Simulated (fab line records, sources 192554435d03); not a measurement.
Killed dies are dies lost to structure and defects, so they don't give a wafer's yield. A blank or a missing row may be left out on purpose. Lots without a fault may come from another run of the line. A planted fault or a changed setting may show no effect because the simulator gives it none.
Split-lot experiment | flow n5_finfet | 7 lots, 39 wafers read, on a route of 1938 steps

THE SPLIT
At N5_BEOL_M1_HM_DEP_02 (deposits TiN, target thk 20 nm), the setting target_thk_a was moved away from the recipe's 200 angstrom on 18 of the 39 wafers read, by -51.4% to +44.8%. The other wafers ran this setting at the recipe's value.

FROM THE SPLIT TO THE READING: what the file shows between them, 4 steps
- N5_BEOL_M1_COAT_61: time 60 s, resist thk 60 nm
- N5_BEOL_M1_COAT_62: time 60 s, resist thk 12 nm
- N5_BEOL_M1_STRIP_75: strips in N2/H2
- N5_BEOL_M1_STRIP_66: strips in CF4

THE READING
etch.depth_nm (the simulator's own value, which no gauge read), in nm, at N5_BEOL_M1_HM_OPEN_17 (chemistry Cl2/BCl3, target TiN, target depth 20 nm, overetch 6 nm). The file gives no usual value for it. The 21 wafers here that ran the recipe average 19.913 nm, standard deviation 0.18 nm.

wafer  | tool, chamber at the split | target_thk_a as run, angstrom | against the recipe | etch.depth_nm, nm | against lot-mates on the recipe
L080.1 | pvd_sputter-01, -          | 200                           | recipe             | 19.78             | -
L080.2 | pvd_sputter-01, -          | 289.6                         | +44.8%             | 25.94             | +6.223
L080.3 | pvd_sputter-01, -          | 289.6                         | +44.8%             | 25.11             | +5.393
L080.4 | pvd_sputter-01, -          | 200                           | recipe             | 19.75             | -
L080.5 | pvd_sputter-01, -          | 289.6                         | +44.8%             | 25.92             | +6.203
L080.6 | pvd_sputter-01, -          | 200                           | recipe             | 19.62             | -
L081.1 | pvd_sputter-03, -          | 200                           | recipe             | 20.18             | -
L081.2 | pvd_sputter-03, -          | 200                           | recipe             | 20.3              | -
L081.3 | pvd_sputter-03, -          | 97.28                         | -51.4%             | 9.819             | -10.438
L081.4 | pvd_sputter-03, -          | 200                           | recipe             | 20.29             | -
L081.5 | pvd_sputter-03, -          | 97.28                         | -51.4%             | 10.19             | -10.067
L081.6 | pvd_sputter-03, -          | 97.28                         | -51.4%             | 9.965             | -10.292
L086.1 | pvd_sputter-02, -          | 127.6                         | -36.2%             | 12.69             | -7.223
L086.2 | pvd_sputter-02, -          | 200                           | recipe             | 19.87             | -
L086.3 | pvd_sputter-02, -          | 127.6                         | -36.2%             | 12.75             | -7.163
L086.4 | pvd_sputter-02, -          | 200                           | recipe             | 19.95             | -
L086.5 | pvd_sputter-02, -          | 127.6                         | -36.2%             | 12.42             | -7.493
L086.6 | pvd_sputter-02, -          | 200                           | recipe             | 19.92             | -
L087.1 | pvd_sputter-01, -          | 136.6                         | -31.7%             | 13.27             | -6.543
L087.2 | pvd_sputter-01, -          | 200                           | recipe             | 19.93             | -
L087.3 | pvd_sputter-01, -          | 200                           | recipe             | 19.76             | -
L087.4 | pvd_sputter-01, -          | 136.6                         | -31.7%             | 13.28             | -6.533
L087.5 | pvd_sputter-01, -          | 200                           | recipe             | 19.75             | -
L087.6 | pvd_sputter-01, -          | 136.6                         | -31.7%             | 13.57             | -6.243
L092.1 | pvd_sputter-01, -          | 130.6                         | -34.7%             | 13.06             | -6.977
L092.2 | pvd_sputter-01, -          | 200                           | recipe             | 19.94             | -
L092.3 | pvd_sputter-01, -          | 200                           | recipe             | 20.04             | -
L092.4 | pvd_sputter-01, -          | 200                           | recipe             | 20.13             | -
L092.5 | pvd_sputter-01, -          | 130.6                         | -34.7%             | 13.18             | -6.857
L092.6 | pvd_sputter-01, -          | 130.6                         | -34.7%             | 13.25             | -6.787
L093.2 | pvd_sputter-01, -          | 200                           | recipe             | 19.81             | -
L093.4 | pvd_sputter-01, -          | 200                           | recipe             | 19.89             | -
L093.6 | pvd_sputter-01, -          | 200                           | recipe             | 19.89             | -
L097.1 | pvd_sputter-01, -          | 151                           | -24.5%             | 14.95             | -4.843
L097.2 | pvd_sputter-01, -          | 200                           | recipe             | 19.88             | -
L097.3 | pvd_sputter-01, -          | 200                           | recipe             | 19.81             | -
L097.4 | pvd_sputter-01, -          | 200                           | recipe             | 19.69             | -
L097.5 | pvd_sputter-01, -          | 151                           | -24.5%             | 15.04             | -4.753
L097.6 | pvd_sputter-01, -          | 151                           | -24.5%             | 14.79             | -5.003

THE FIT
A straight line over all 39 wafers: etch.depth_nm changes by +0.174 nm for each +1% of target_thk_a; r = +0.99; the points scatter about the line by 0.67 nm.
The same after taking each lot's own level away (the mean of its wafers on the recipe; 39 wafers): +0.178 nm for each +1%; r = +0.99; scatter 0.64 nm.
On that fit, the largest move of target_thk_a shifts the reading by 9.1 nm.
The lots' own levels span 19.7167 to 20.2567 nm, that is 3.0 times the standard deviation above.
So the lot-to-lot level changes the slope little: the two slopes agree.
Check: with one of the wafers moved furthest among these (-51.4%) left out of the fit, the line predicts -9.49 nm for it against its lot-mates. It came out at -10.4 nm against them.

OTHER SPLITS ON THESE WAFERS
These wafers also went through other splits before the reading. Each is held against what the fit with the lots' levels taken away leaves over:
other split on the same wafers          | wafers away from the commonest value | r with etch.depth_nm (lot level and that fit taken away)
N5_ZERO_LAYER_DEVELOP_10 develop_time_s | 12                                   | -0.18
N5_DUMMY_GATE_HM_DEP_06 target_thk_a    | 6                                    | -0.37
N5_SD_EPI_N_ETCH_45 target_depth_a      | 15                                   | -0.09
N5_GATE_CUT_ETCH_58 target_depth_a      | 15                                   | +0.28
N5_MOL_CONTACT_COAG_PECVD_31 time_s     | 12                                   | +0.07

THE WHOLE CHAIN: every reading that the file lists as answering this split, in the file's order
step                  | what it does                                                      | reading                                                                          | change (the file's fit)               | r (the file's)
N5_BEOL_M1_HM_DEP_02  | deposits TiN, target thk 20 nm                                    | TiN_of_BEOL_M1_HM_DEP_02.thk_nm (the simulator's own value, which no gauge read) | +0.2 nm for each +1% of the setting   | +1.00
N5_BEOL_M1_HM_OPEN_17 | chemistry Cl2/BCl3, target TiN, target depth 20 nm, overetch 6 nm | etch.depth_nm (the simulator's own value, which no gauge read)                   | +0.185 nm for each +1% of the setting | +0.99

THE FILE'S OWN FIT
etch.depth_nm changes by +0.185 nm for each +1% of target_thk_a, r = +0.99.
